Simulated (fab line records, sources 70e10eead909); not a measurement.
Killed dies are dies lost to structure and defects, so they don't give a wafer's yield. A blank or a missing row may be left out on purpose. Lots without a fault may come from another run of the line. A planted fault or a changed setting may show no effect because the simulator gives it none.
fab line records | flow nand_harc
record lots=6 wafers=18 last_day=24
route steps=1159 shown A_CHANNEL_HOLE_D1@462 END@1159
lots that met no fault: from a run of the same line without faults
start_h: hours from the record's first day to the start of the lot's first wafer shown | wait_h: hours since the lot's step before | " the same as in the row above | L1.1+2: a row that stands for several wafers | - no value, or no start given | * or withheld: withheld | < > ~ a bound
route shown NAME@n: a module of which the file shows steps, and the number in the route of the first | usual: mean/standard deviation of fault-free wafers | same: alike in all rows | chamber/n: place in a boat | sites: the reading at each site | _std_site: their standard deviation | _edge_site: outer sites' mean less inner sites' | radius_mm: how far each site lies from the wafer's centre | mask NAME#n: copy n | behind: the tool/chamber that last shaped the wafer | hold: why the lot was held/for how many hours/how that ended | device: the transistor (n, p or np) that didn't switch | end of line: the same wafers' tests at the end of the route | a step without rows: its recipe alone | killed: dies lost to structure and defects at the first sort, not the wafer's yield | map: a wafer's dies, x killed, . not, _ none there
set.NAME: the setting as run; set.NAME@STEP: as run at that earlier step | model.NAME: the simulator's own value behind a step, which no gauge read
lots at some steps of the route; a table a step, a row a wafer
services: from which hour (start_h, from the record's first day; less than 0 if before it) a tool's chamber was out of use, for how many hours, and why
## steps
# step NHARC_A_CHANNEL_HOLE_D1_CD_MEAS_10
# recipe target_cd_nm=100 landing_energy_ev=500
# usual cd_nm=99.9/0.49
# columns lot.wafer tool chamber start_h wait_h cd_nm
L456.1 cd_sem-03 0 192.97 - 99.8
L456.5 " 0 " " 100.1
L456.6 " 0 " " 100.2
L458.3 cd_sem-01 0 201.34 - 100.3
L458.4 " 0 " " 100.7
L458.5 " 0 " " 100.0
L460.2 cd_sem-03 0 202.32 - 99.6
L460.4 " 0 " " 98.9
L460.5 " 0 " " 99.1
L470.2 cd_sem-02 0 265.54 - 99.8
L470.4 " 0 " " 99.9
L470.6 " 0 " " 100.1
L472.1 cd_sem-02 0 284.22 - 100.0
L472.4 " 0 " " 100.5
L472.5 " 0 " " 100.7
L473.3 cd_sem-02 0 293.45 - 99.9
L473.5 " 0 " " 100.7
L473.6 " 0 " " 100.8
# step NHARC_A_CHANNEL_HOLE_D1_OVL_MEAS_11
# usual overlay_x_nm=-0.1/0.73 overlay_y_nm=-0.1/0.88
# columns lot.wafer tool chamber start_h wait_h overlay_x_nm overlay_y_nm
L456.1 overlay-01 - 193.06 - 0.5 -1.2
L456.5 " - " " 0.1 -1.8
L456.6 " - " " 0.3 -1.1
L458.3 overlay-02 - 201.42 - 1.2 1.3
L458.4 " - " " 0.7 1.4
L458.5 " - " " 0.4 1.4
L460.2 overlay-02 - 202.41 - 0.3 -0.7
L460.4 " - " " 1.1 -0.8
L460.5 " - " " 0.8 -0.8
L470.2 overlay-01 - 265.62 - 0.1 0.3
L470.4 " - " " 0.3 0.5
L470.6 " - " " -0.2 0.2
L472.1 overlay-02 - 284.31 - 0.5 -0.7
L472.4 " - " " 1.3 -0.2
L472.5 " - " " 1.1 -0.4
L473.3 overlay-01 - 293.53 - -0.6 -0.2
L473.5 " - " " 0.0 0.0
L473.6 " - " " 0.0 0.1
# step NHARC_A_CHANNEL_HOLE_D1_INSPECT_12
# usual raw_defect_count=5.5/2.5
# columns lot.wafer tool chamber start_h wait_h raw_defect_count
L456.1 defect_inspect-02 - 193.10 0.0 10
L456.5 " - " " 14
L456.6 " - " " 12
L458.3 defect_inspect-01 - 201.46 0.0 4
L458.4 " - " " 5
L458.5 " - " " 9
L460.2 defect_inspect-01 - 202.45 0.0 8
L460.4 " - " " 3
L460.5 " - " " 3
L470.2 defect_inspect-02 - 265.66 0.0 3
L470.4 " - " " 3
L470.6 " - " " 5
L472.1 defect_inspect-02 - 284.34 0.0 8
L472.4 " - " " 8
L472.5 " - " " 8
L473.3 defect_inspect-02 - 293.57 0.0 3
L473.5 " - " " 11
L473.6 " - " " 9
# step NHARC_A_CHANNEL_HOLE_D1_DESCUM_15
# recipe time_s=3 o2_flow_sccm=200 ar_flow_sccm=0 bias_power_w=0 chemistry=O2
# usual chamber_pressure_mTorr=59.99/0.058 drypump_motor_current_A=5.6/0.46 oes_product_au=0.994/0.011 rf_vpp_V=57.8/0.89 showerhead_plenum_p_Torr=1.92/0.097 throttle_valve_pct=11.311/0.0073
# columns lot.wafer tool chamber start_h wait_h chamber_pressure_mTorr drypump_motor_current_A oes_product_au rf_hours_counter_h rf_vpp_V showerhead_plenum_p_Torr throttle_valve_pct
L456.1 rie_diel-13 3 193.19 0.1 59.99 5.8 1.000 6 57.8 1.81 11.317
L456.6 " 0 " " 59.88 5.4 1.005 - 57.4 1.99 11.323
L456.5 " 1 " " 59.95 5.2 0.989 - 56.5 1.91 11.304
L458.4 rie_diel-11 1 201.53 0.1 59.93 4.9 0.991 0 58.2 1.81 11.305
L458.3 " 2 " " 60.06 5.4 0.999 0 58.5 1.82 11.309
L458.5 " 1 " " 60.02 4.9 0.989 - 58.6 1.81 11.310
L460.2 rie_diel-09 0 202.51 0.1 59.96 6.3 0.994 10 57.6 1.83 11.300
L460.4 " 3 " " 60.09 5.6 0.997 9 57.3 1.84 11.312
L460.5 " 1 " " 59.92 6.4 0.972 - 57.4 2.02 11.312
L470.4 rie_diel-11 1 265.74 0.1 60.00 4.9 0.993 5 58.3 1.81 11.304
L470.2 " 2 " " 60.04 5.4 0.996 6 56.9 1.82 11.319
L470.6 " 0 " " 59.95 5.1 1.022 - 58.9 2.04 11.314
L472.1 rie_diel-11 3 284.40 0.1 59.94 5.8 0.994 6 58.1 1.85 11.315
L472.4 " 0 " " 59.99 5.0 1.009 5 58.6 2.04 11.310
L472.5 " 0 " " 60.02 5.0 1.010 - 58.1 2.04 11.299
L473.3 rie_diel-09 2 293.64 0.1 60.01 5.2 1.007 2 59.4 2.01 11.312
L473.6 " 0 " " 59.95 6.3 1.010 - 57.5 1.83 11.315
L473.5 " 1 " " 59.93 6.4 0.995 - 58.1 2.02 11.299
# step NHARC_A_CHANNEL_HOLE_D1_ETCH_38
# recipe target_depth_a=390 over_etch_frac=0.3 time_s=65 ion_energy_ev=80 cf4_flow_sccm=150 ar_flow_sccm=0 rf_w=300 bias_w=100 chemistry=CF4
# step NHARC_A_CHANNEL_HOLE_D1_ETCH_39
# recipe target_depth_a=2600 over_etch_frac=0.3 time_s=325 ion_energy_ev=200 n2_flow_sccm=150 h2_flow_sccm=150 ar_flow_sccm=0 rf_w=400 bias_w=150 chemistry=N2/H2
# step NHARC_A_CHANNEL_HOLE_D1_ETCH_34
# recipe target_depth_a=1540 time_s=77 cf4_flow_sccm=100 chf3_flow_sccm=30 ar_flow_sccm=0 rf_w=500 bias_w=200 chemistry=CF4/CHF3
# usual chamber_pressure_mTorr=24.996/0.021 drypump_motor_current_A=5.5/0.46 oes_product_au=0.944/0.026 rf_vpp_V=370.7/2.6 showerhead_plenum_p_Torr=1.58/0.075 throttle_valve_pct=16.803/0.0093
# columns lot.wafer tool chamber start_h wait_h chamber_pressure_mTorr drypump_motor_current_A oes_product_au rf_hours_counter_h rf_vpp_V showerhead_plenum_p_Torr throttle_valve_pct
L456.1 rie_diel-13 3 - - 25.006 5.8 0.926 6 370.2 1.49 16.807
L456.6 " 0 " " 25.031 5.4 0.926 - 371.4 1.63 16.794
L456.5 " 1 " " 25.026 5.2 0.917 - 370.4 1.57 16.773
L458.4 rie_diel-11 3 - - 25.028 5.8 0.972 0 368.6 1.52 16.808
L458.3 " 1 " " 24.957 4.9 0.947 0 368.0 1.50 16.784
L458.5 " 2 " " 24.985 5.4 0.976 - 368.8 1.50 16.796
L460.4 rie_diel-09 1 - - 24.979 6.4 0.907 9 373.0 1.66 16.809
L460.2 " 0 " " 24.999 6.3 0.922 10 367.7 1.51 16.793
L460.5 " 2 " " 24.984 5.2 0.933 - 372.0 1.65 16.800
L470.4 rie_diel-11 3 - - 25.009 5.8 0.913 5 369.2 1.52 16.818
L470.2 " 2 " " 24.990 5.4 0.924 6 368.6 1.50 16.804
L470.6 " 0 " " 24.971 5.1 0.924 - 375.1 1.67 16.793
L472.1 rie_diel-11 0 - - 25.015 5.0 0.964 5 374.0 1.67 16.810
L472.4 " 3 " " 25.030 5.8 0.961 6 369.4 1.52 16.799
L472.5 " 0 " " 25.008 5.0 0.971 - 374.1 1.67 16.800
L473.3 rie_diel-09 1 - - 25.036 6.4 0.946 2 373.6 1.66 16.815
L473.5 " 3 " " 24.999 5.5 0.987 - 367.5 1.52 16.807
L473.6 " 0 " " 25.022 6.3 0.956 - 366.8 1.51 16.797
# step NHARC_A_CHANNEL_HOLE_D1_ETCH_16
# recipe target_depth_a=31000 over_etch_frac=0.3 time_s=806 ion_energy_ev=150 o2_flow_sccm=400 cos_flow_sccm=20 ar_flow_sccm=0 rf_w=500 bias_w=300 chemistry=O2/COS
# step NHARC_A_CHANNEL_HOLE_D1_CD_MEAS_18
# usual cd_nm=98.5/2.2
# columns lot.wafer tool chamber start_h wait_h cd_nm
L456.1 cd_sem-02 - 194.27 - 97.1
L456.5 " - " " 98.7
L456.6 " - " " 102.7
L458.3 cd_sem-03 - 202.64 - 98.8
L458.4 " - " " 99.7
L458.5 " - " " 97.7
L460.2 cd_sem-03 - 203.62 - 96.8
L460.4 " - " " 95.5
L460.5 " - " " 96.4
L470.2 cd_sem-02 - 266.83 - 97.5
L470.4 " - " " 97.1
L470.6 " - " " 97.1
L472.1 cd_sem-01 - 285.51 - 101.4
L472.4 " - " " 98.6
L472.5 " - " " 100.9
L473.3 cd_sem-02 - 294.74 - 98.4
L473.5 " - " " 97.1
L473.6 " - " " 95.3
# step NHARC_A_CHANNEL_HOLE_D1_ETCH_19
# recipe bias_v=1200 source_w=2500 pressure_mtorr=15 time_s=34.5 ar_flow_sccm=375 c4f8_flow_sccm=28.8 o2_flow_sccm=96.2 temp_c=-20 target_depth_a=* chemistry=C4F8/O2/Ar
# step NHARC_A_CHANNEL_HOLE_D1_ETCH_20
# recipe bias_v=3000 source_w=withheld pressure_mtorr=20 time_s=361.9 ar_flow_sccm=375 c4f8_flow_sccm=89.3 o2_flow_sccm=35.7 temp_c=-20 target_depth_a=16000 chemistry=C4F8/O2/Ar
# usual chamber_pressure_mTorr=20.000/0.018 drypump_motor_current_A=5.7/0.45 showerhead_plenum_p_Torr=3.67/0.074 throttle_valve_pct=32.155/0.0098
# columns lot.wafer tool chamber start_h wait_h chamber_pressure_mTorr drypump_motor_current_A rf_hours_counter_h showerhead_plenum_p_Torr throttle_valve_pct
L456.1 har_etch-02 1 194.46 0.1 20.001 6.2 110 3.76 32.159
L456.6 " 1 " " 20.028 6.2 - 3.76 32.138
L456.5 " 0 " " 20.018 5.0 - 3.57 32.156
L458.4 har_etch-01 1 202.92 0.2 20.011 5.9 - 3.67 32.156
L458.3 " 0 " " 19.980 5.8 - 3.73 32.168
L458.5 " 0 " " 19.992 5.8 - 3.73 32.161
L460.2 har_etch-02 1 203.80 0.1 19.994 6.2 114 3.75 32.140
L460.4 " 0 " " 20.002 5.0 - 3.56 32.140
L460.5 " 0 " " 20.019 5.0 - 3.56 32.163
L470.2 har_etch-01 1 267.06 0.1 20.011 5.9 223 3.65 32.167
L470.4 " 0 " " 20.012 5.8 - 3.71 32.145
L470.6 " 1 " " 19.990 5.9 - 3.65 32.166
L472.1 har_etch-02 0 285.75 0.1 19.995 5.0 154 3.54 32.148
L472.4 " 0 " " 20.041 5.0 - 3.54 32.144
L472.5 " 0 " " 20.003 5.0 - 3.54 32.152
L473.3 har_etch-02 1 295.07 0.2 19.993 6.2 - 3.73 32.166
L473.6 " 0 " " 19.997 5.0 - 3.54 32.148
L473.5 " 1 " " 20.016 6.2 - 3.73 32.161
# step NHARC_A_CHANNEL_HOLE_D1_ETCH_21
# recipe bias_v=3000 source_w=withheld pressure_mtorr=20 time_s=514.3 ar_flow_sccm=375 c4f8_flow_sccm=89.3 o2_flow_sccm=35.7 temp_c=-20 target_depth_a=16000 chemistry=C4F8/O2/Ar
# step NHARC_A_CHANNEL_HOLE_D1_ETCH_22
# recipe bias_v=3000 source_w=withheld pressure_mtorr=20 time_s=666.7 ar_flow_sccm=375 c4f8_flow_sccm=89.3 o2_flow_sccm=35.7 temp_c=-20 target_depth_a=16000 chemistry=C4F8/O2/Ar
# usual chamber_pressure_mTorr=19.999/0.02 drypump_motor_current_A=5.7/0.45 showerhead_plenum_p_Torr=3.67/0.074 throttle_valve_pct=32.154/0.0088
# columns lot.wafer tool chamber start_h wait_h chamber_pressure_mTorr drypump_motor_current_A rf_hours_counter_h showerhead_plenum_p_Torr throttle_valve_pct
L456.1 har_etch-02 1 195.22 0.4 19.995 6.2 111 3.76 32.153
L456.6 " 1 " " 20.008 6.2 - 3.76 32.153
L456.5 " 0 " " 20.000 5.0 - 3.57 32.148
L458.4 har_etch-01 1 203.76 0.4 20.013 5.9 - 3.66 32.136
L458.3 " 0 " " 19.990 5.8 - 3.73 32.146
L458.5 " 0 " " 20.030 5.8 - 3.73 32.160
L460.2 har_etch-02 1 204.56 0.4 19.967 6.2 114 3.75 32.153
L460.4 " 0 " " 19.980 5.0 - 3.56 32.149
L460.5 " 0 " " 20.015 5.0 - 3.56 32.163
L470.2 har_etch-01 1 267.87 0.4 20.015 5.9 224 3.65 32.152
L470.4 " 0 " " 19.986 5.9 - 3.71 32.149
L470.6 " 1 " " 19.990 5.9 - 3.65 32.149
L472.1 har_etch-02 0 286.54 0.4 19.987 5.0 154 3.54 32.153
L472.4 " 0 " " 19.984 5.0 - 3.54 32.160
L472.5 " 0 " " 20.009 5.0 - 3.54 32.171
L473.3 har_etch-02 1 295.95 0.4 20.040 6.2 - 3.73 32.152
L473.6 " 0 " " 20.023 5.0 - 3.54 32.164
L473.5 " 1 " " 20.008 6.2 - 3.73 32.161
# step NHARC_A_CHANNEL_HOLE_D1_ETCH_23
# recipe bias_v=5000 source_w=withheld pressure_mtorr=20 time_s=819 ar_flow_sccm=375 c4f8_flow_sccm=89.3 o2_flow_sccm=35.7 temp_c=-20 target_depth_a=16000 chemistry=C4F8/O2/Ar
# step NHARC_A_CHANNEL_HOLE_D1_ETCH_24
# recipe bias_v=5000 source_w=withheld pressure_mtorr=20 time_s=906.2 ar_flow_sccm=375 c4f8_flow_sccm=93.8 o2_flow_sccm=31.2 temp_c=-20 target_depth_a=15000 chemistry=C4F8/O2/Ar
# step NHARC_A_CHANNEL_HOLE_D1_ETCH_25
# recipe bias_v=5000 source_w=withheld pressure_mtorr=20 time_s=1040.2 ar_flow_sccm=375 c4f8_flow_sccm=93.8 o2_flow_sccm=31.2 temp_c=-20 target_depth_a=15000 chemistry=C4F8/O2/Ar
# step NHARC_A_CHANNEL_HOLE_D1_ETCH_26
# recipe bias_v=300 source_w=2000 pressure_mtorr=30 time_s=224.1 ar_flow_sccm=375 c4f8_flow_sccm=11.4 o2_flow_sccm=113.6 temp_c=-20 target_depth_a=3000 chemistry=C4F8/O2/Ar
# step NHARC_A_CHANNEL_HOLE_D1_ETCH_33
# recipe bias_v=400 source_w=2000 pressure_mtorr=25 time_s=90 ar_flow_sccm=375 c4f8_flow_sccm=41.7 o2_flow_sccm=83.3 temp_c=-20 target_depth_a=4000 chemistry=C4F8/O2/Ar
# usual bias_v=400/4.3 chamber_pressure_mTorr=25.000/0.021 drypump_motor_current_A=5.7/0.45 showerhead_plenum_p_Torr=3.71/0.076 throttle_valve_pct=27.619/0.0099
# columns lot.wafer tool chamber start_h wait_h bias_v chamber_pressure_mTorr drypump_motor_current_A rf_hours_counter_h showerhead_plenum_p_Torr throttle_valve_pct
L456.1 har_etch-02 1 198.33 0.2 398 25.015 6.2 114 3.80 27.643
L456.6 " 1 " " 399 25.017 6.2 - 3.80 27.623
L456.5 " 0 " " 399 25.028 5.0 - 3.60 27.610
L458.4 har_etch-01 1 206.74 0.2 398 25.025 5.9 - 3.70 27.597
L458.3 " 0 " " 398 24.967 5.8 - 3.77 27.632
L458.5 " 0 " " 401 24.986 5.8 - 3.77 27.613
L460.2 har_etch-02 1 207.67 0.2 405 25.018 6.2 117 3.79 27.623
L460.4 " 0 " " 400 25.013 5.0 - 3.60 27.617
L460.5 " 0 " " 397 25.013 5.0 - 3.60 27.608
L470.2 har_etch-01 1 270.92 0.2 407 25.026 5.9 227 3.68 27.614
L470.4 " 0 " " 404 25.015 5.8 - 3.75 27.627
L470.6 " 1 " " 402 24.985 5.9 - 3.68 27.621
L472.1 har_etch-02 0 289.59 0.2 397 24.992 5.0 157 3.58 27.634
L472.4 " 0 " " 392 24.976 5.0 - 3.58 27.609
L472.5 " 0 " " 397 24.985 5.0 - 3.58 27.615
L473.3 har_etch-02 1 298.85 0.2 390 25.017 6.2 - 3.77 27.630
L473.6 " 0 " " 407 25.013 5.0 - 3.57 27.634
L473.5 " 1 " " 393 24.983 6.2 - 3.77 27.629
# step NHARC_A_CHANNEL_HOLE_D1_STRIP_41
# recipe n2_flow_sccm=150 h2_flow_sccm=150 ar_flow_sccm=0 bias_w=0 chemistry=N2/H2
# step NHARC_A_CHANNEL_HOLE_D1_STRIP_42
# recipe cf4_flow_sccm=100 chf3_flow_sccm=30 ar_flow_sccm=0 bias_w=0 chemistry=CF4/CHF3
# step NHARC_A_CHANNEL_HOLE_D1_STRIP_43
# recipe o2_flow_sccm=400 cos_flow_sccm=20 ar_flow_sccm=0 bias_w=0 chemistry=O2/COS
# step NHARC_A_CHANNEL_HOLE_D1_ETCH_44
# recipe target_depth_a=1400 overetch_a=140 time_s=77 ion_energy_ev=100 cf4_flow_sccm=80 o2_flow_sccm=20 ar_flow_sccm=0 rf_w=300 bias_w=100 chemistry=CF4/O2
# usual chamber_pressure_mTorr=30.001/0.027 drypump_motor_current_A=5.5/0.47 oes_product_au=0.996/0.011 rf_vpp_V=197.8/1.6 showerhead_plenum_p_Torr=1.33/0.066 throttle_valve_pct=13.399/0.0093
# columns lot.wafer tool chamber start_h wait_h chamber_pressure_mTorr drypump_motor_current_A oes_product_au rf_hours_counter_h rf_vpp_V showerhead_plenum_p_Torr throttle_valve_pct
L456.1 rie_diel-11 2 199.09 0.1 30.033 5.4 0.997 0 196.7 1.27 13.407
L456.5 " 1 " " 29.963 4.9 0.983 - 197.7 1.27 13.404
L456.6 " 2 " " 29.974 5.4 1.004 - 197.4 1.27 13.391
L458.4 rie_diel-11 3 207.43 0.0 30.047 5.8 0.993 1 197.5 1.29 13.401
L458.3 " 0 " " 29.953 5.0 0.998 1 199.2 1.42 13.413
L458.5 " 3 " " 29.982 5.8 0.994 - 196.8 1.29 13.405
L460.4 rie_diel-13 1 208.43 0.1 30.003 5.2 1.002 8 197.5 1.33 13.400
L460.2 " 2 " " 29.902 5.9 0.973 7 199.4 1.43 13.404
L460.5 " 3 " " 29.995 5.9 1.011 - 195.8 1.26 13.404
L470.2 rie_diel-13 3 271.64 0.1 29.985 5.9 1.002 12 196.1 1.26 13.398
L470.4 " 1 " " 29.991 5.2 0.989 13 198.8 1.33 13.386
L470.6 " 3 " " 29.966 5.9 1.007 - 196.2 1.26 13.391
L472.4 rie_diel-09 2 290.30 0.0 30.000 5.2 0.997 2 198.8 1.40 13.398
L472.1 " 1 " " 29.967 6.4 0.990 2 199.6 1.41 13.389
L472.5 " 3 " " 30.008 5.5 1.022 - 197.0 1.29 13.405
L473.3 rie_diel-11 2 299.52 0.1 30.007 5.4 1.010 8 196.6 1.27 13.398
L473.6 " 3 " " 29.967 5.8 1.000 - 198.1 1.29 13.394
L473.5 " 0 " " 30.025 5.0 1.007 - 198.9 1.42 13.394
# step NHARC_A_CHANNEL_HOLE_D1_STRIP_27
# recipe o2_flow_sccm=500 ar_flow_sccm=0 bias_w=0 chemistry=O2
# step NHARC_A_CHANNEL_HOLE_D1_PRECLEAN_28
# recipe time_s=* temp_c=50 bath_age_min=0 chemistry=SC1
# step NHARC_A_CHANNEL_HOLE_D1_SRD_29
# step NHARC_A_CHANNEL_HOLE_D1_CD_MEAS_30
# usual cd_nm=89.9/1.3
# columns lot.wafer tool chamber start_h wait_h cd_nm
L456.1 cd_sem-01 - 199.88 - 90.8
L456.5 " - " " 89.2
L456.6 " - " " 90.2
L458.3 cd_sem-01 - 208.23 - 89.9
L458.4 " - " " 89.7
L458.5 " - " " 89.8
L460.2 cd_sem-03 - 209.22 - 88.1
L460.4 " - " " 89.1
L460.5 " - " " 89.3
L470.2 cd_sem-01 - 272.43 - 89.4
L470.4 " - " " 90.2
L470.6 " - " " 91.6
L472.1 cd_sem-03 - 291.11 - 90.7
L472.4 " - " " 90.2
L472.5 " - " " 91.6
L473.3 cd_sem-02 - 300.34 0.1 90.5
L473.5 " - " " 90.9
L473.6 " - " " 91.1
# step NHARC_A_CHANNEL_HOLE_D1_XSEM_31
# recipe landing_energy_ev=35000
# usual bot_cd_nm=74.4/1.4 bow_nm=8.72/0.26 tilt_deg=0.09/0.037
# columns lot.wafer tool chamber start_h wait_h bot_cd_nm bow_nm tilt_deg
L456.1 xsem-02 0 199.97 0.1 75.4 8.47 0.07
L456.5 " 0 " " 74.2 8.42 0.06
L456.6 " 0 " " 74.5 8.49 0.07
L456.1 xsem-02 0 - - 74.5 - 0.07
L456.5 " 0 " " 74.0 - 0.07
L456.6 " 0 " " 74.2 - 0.07
L458.3 xsem-01 0 208.32 0.1 74.8 8.40 0.16
L458.4 " 0 " " 74.3 8.38 0.16
L458.5 " 0 " " 74.0 8.44 0.16
L460.2 xsem-02 0 209.31 0.1 72.1 8.76 0.06
L460.4 " 0 " " 73.4 8.72 0.06
L460.5 " 0 " " 73.1 8.59 0.06
L460.2 xsem-02 0 - - 73.0 - 0.05
L460.4 " 0 " " 73.3 - 0.04
L460.5 " 0 " " 74.3 - 0.04
L470.2 xsem-02 0 272.53 0.1 72.9 8.49 0.11
L470.4 " 0 " " 73.7 8.51 0.11
L470.6 " 0 " " 74.9 8.54 0.11
L472.1 xsem-01 0 291.20 0.1 75.3 8.51 0.09
L472.4 " 0 " " 74.7 8.47 0.09
L472.5 " 0 " " 76.2 8.49 0.09
L473.3 xsem-01 0 300.43 0.1 74.9 8.79 0.05
L473.5 " 0 " " 75.6 8.72 0.05
L473.6 " 0 " " 75.9 8.80 0.05
# step NHARC_A_CHANNEL_HOLE_D1_INSPECT_40
# usual raw_defect_count=59/17
# columns lot.wafer tool chamber start_h wait_h raw_defect_count
L456.1 defect_inspect-02 - 202.36 - 66
L456.5 " - " " 76
L456.6 " - " " 71
L458.3 defect_inspect-02 - 208.41 - 107
L458.4 " - " " 86
L458.5 " - " " 107
L460.2 defect_inspect-02 - 215.74 - 27
L460.4 " - " " 40
L460.5 " - " " 32
L470.2 defect_inspect-01 - 272.62 - 44
L470.4 " - " " 52
L470.6 " - " " 53
L472.1 defect_inspect-01 - 291.29 - 89
L472.4 " - " " 45
L472.5 " - " " 57
L473.3 defect_inspect-01 - 300.53 - 50
L473.5 " - " " 52
L473.6 " - " " 47
# step NHARC_END_SORT_01
# recipe temp_c=25
# usual killed_at_array=27/9.9 killed_at_other=0.6/0.84 killed_at_periphery=3.7/2.5 killed_dies=31/9.9 killed_open=3.0/1.6 killed_short=1.9/1.2
# same gross_dies=677
# columns lot.wafer tool chamber start_h wait_h killed_at_array killed_at_other killed_at_periphery killed_dies killed_open killed_short
L458.3 prober-01 0 462.80 3.1 32 0 6 38 5 2
L458.4 prober-01 0 463.60 3.4 30 1 1 32 7 1
L458.5 prober-01 0 464.40 3.7 29 0 4 33 7 1
L460.2 prober-02 0 468.50 2.8 14 0 4 18 3 3
L460.4 prober-02 0 470.09 3.4 16 0 7 23 4 2
L460.5 prober-02 0 470.89 3.7 6 0 3 9 0 1
L472.1 prober-01 0 550.54 2.5 36 2 3 41 3 0
L472.4 prober-01 0 552.95 3.4 40 0 3 43 2 2
L472.5 prober-01 0 553.75 3.7 33 0 2 35 1 3
L473.3 prober-02 0 567.76 3.1 37 0 0 37 5 1
L473.5 prober-02 0 569.36 3.7 44 0 6 50 4 4
L473.6 prober-02 0 570.16 4.0 40 1 4 45 1 3
# killed by level:class
L458.3 A_CHANNEL_HOLE_D1:chamber_film_flake=9 A_SLIT:chamber_film_flake=9 A_CONTACT:chamber_film_flake=5 P_M0:geometric_particle:open=2 A_ONON_D1:geometric_particle:open=2 P_GATE:chamber_film_flake=2 A_STAIRCASE:chamber_film_flake=2 A_BONDPAD:chamber_film_flake=2
L458.4 A_CHANNEL_HOLE_D1:chamber_film_flake=14 A_SLIT:chamber_film_flake=7 A_CONTACT:chamber_film_flake=2 P_M0:geometric_particle:open=1 A_ONON_D1:geometric_particle:open=1 A_CHANNEL_FILL_D1:geometric_particle:short=1 A_CHANNEL_FILL_D1:geometric_particle:open=1 A_CONTACT:geometric_particle:open=1
L458.5 A_SLIT:chamber_film_flake=9 A_CHANNEL_HOLE_D1:chamber_film_flake=6 A_BLC:geometric_particle:open=3 P_GATE:chamber_film_flake=3 A_STAIRCASE:chamber_film_flake=3 A_CONTACT:geometric_particle:open=2 A_CONTACT:chamber_film_flake=2 P_M0:geometric_particle:short=1
L460.2 A_CONTACT:chamber_film_flake=5 A_M0:geometric_particle:open=2 A_M0:geometric_particle:short=2 P_M2:chamber_film_flake=2 A_STAIRCASE:chamber_film_flake=2 P_M1:geometric_particle:open=1 A_WL_FILL:geometric_particle:short=1 P_ZERO_WELL:chamber_film_flake=1
L460.4 A_CONTACT:chamber_film_flake=8 P_M2:chamber_film_flake=3 P_M0:geometric_particle:open=2 A_CHANNEL_HOLE_D1:chamber_film_flake=2 A_SGD_CUT:geometric_particle:short=1 A_CONTACT:geometric_particle:open=1 A_M0:geometric_particle:open=1 A_M0:geometric_particle:short=1
L460.5 P_M2:chamber_film_flake=3 A_STAIRCASE:chamber_film_flake=2 A_CONTACT:chamber_film_flake=2 A_BLC:geometric_particle:short=1 A_CHANNEL_HOLE_D1:chamber_film_flake=1
L472.1 A_SLIT:chamber_film_flake=19 A_CHANNEL_HOLE_D1:chamber_film_flake=9 A_STAIRCASE:chamber_film_flake=3 A_CONTACT:chamber_film_flake=3 A_CONTACT:geometric_particle:open=2 P_STI:chamber_film_flake=2 THIN_TSV:chamber_film_flake=2 P_M1:geometric_particle:open=1
L472.4 A_SLIT:chamber_film_flake=23 A_CHANNEL_HOLE_D1:chamber_film_flake=6 A_CONTACT:chamber_film_flake=6 P_CONTACT:geometric_particle:open=1 A_SGD_CUT:geometric_particle:short=1 A_WL_FILL:geometric_particle:open=1 A_WL_FILL:geometric_particle:short=1 P_STI:chamber_film_flake=1
L472.5 A_SLIT:chamber_film_flake=17 A_CONTACT:chamber_film_flake=6 A_CHANNEL_HOLE_D1:chamber_film_flake=4 A_STAIRCASE:chamber_film_flake=2 P_M0:geometric_particle:short=1 A_CHANNEL_HOLE_D1:geometric_particle:open=1 A_SLIT:geometric_particle:short=1 A_M0:geometric_particle:short=1
L473.3 A_SLIT:chamber_film_flake=18 A_CHANNEL_HOLE_D1:chamber_film_flake=6 A_CHANNEL_FILL_D1:chamber_film_flake=5 A_CONTACT:geometric_particle:open=3 A_STAIRCASE:chamber_film_flake=2 A_ONON_D1:geometric_particle:open=1 A_CHANNEL_FILL_D1:geometric_particle:short=1 A_WL_FILL:geometric_particle:open=1
L473.5 A_SLIT:chamber_film_flake=20 A_CHANNEL_HOLE_D1:chamber_film_flake=7 A_STAIRCASE:chamber_film_flake=4 P_GATE:chamber_film_flake=3 A_CONTACT:chamber_film_flake=3 P_GATE:geometric_particle:open=2 A_ONON_D1:geometric_particle:short=2 A_CHANNEL_FILL_D1:geometric_particle:short=2
L473.6 A_SLIT:chamber_film_flake=16 A_CHANNEL_HOLE_D1:chamber_film_flake=11 A_STAIRCASE:chamber_film_flake=6 A_CHANNEL_FILL_D1:chamber_film_flake=2 A_WL_FILL:chamber_film_flake=2 P_GATE:geometric_particle:short=1 P_CONTACT:geometric_particle:open=1 A_CHANNEL_FILL_D1:geometric_particle:short=1
## services
# columns tool chamber start_h hours kind
rie_diel-11 2 172.02 2.8 repair
rie_diel-09 2 185.09 3.5 repair
rie_diel-11 - 189.50 9.0 pm
rie_diel-11 0 189.50 9.0 vent_cycle
rie_diel-11 1 189.50 9.0 vent_cycle
rie_diel-11 2 189.50 9.0 vent_cycle
rie_diel-11 3 189.50 9.0 vent_cycle
rie_diel-11 0 198.50 - clean
rie_diel-11 1 198.50 - clean
rie_diel-11 2 198.50 - clean
rie_diel-11 3 198.50 - clean
rie_diel-09 1 206.67 8.8 repair
rie_diel-11 0 221.86 9.0 repair
rie_diel-11 1 223.00 - clean
rie_diel-11 2 223.00 - clean
rie_diel-11 3 223.00 - clean
rie_diel-11 0 247.50 - clean
rie_diel-11 1 247.50 - clean
rie_diel-11 2 247.50 - clean
rie_diel-09 0 249.41 38.3 repair
rie_diel-09 - 254.10 9.0 pm
rie_diel-13 - 255.59 2.7 repair
xsem-02 - 258.90 0.3 repair
rie_diel-13 - 276.00 9.0 pm
## key
first_sign step=NHARC_A_CHANNEL_HOLE_D1_XSEM_31 reading=visit direction=added
effect none on later readings
met_at NHARC_A_CHANNEL_HOLE_D1_ETCH_22
struck_wafers L456.1,L456.6,L460.2
tester_left_out L456,L460
fault kind=process_parameter_drift tool=har_etch-02 chamber=1 onset_h=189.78 steps=NHARC_A_CHANNEL_HOLE_D1_ETCH_22 channel=bias_v offset=withheld shape=step end_h=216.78 acts_in=*
# tester_left_out: of these lots the tester's yield and bins aren't shown, on N5 and GAA mostly nor the transistor test; their killed dies are dies lost to structure and defects alone, not to doping, threshold or leakage, so they don't give the yield
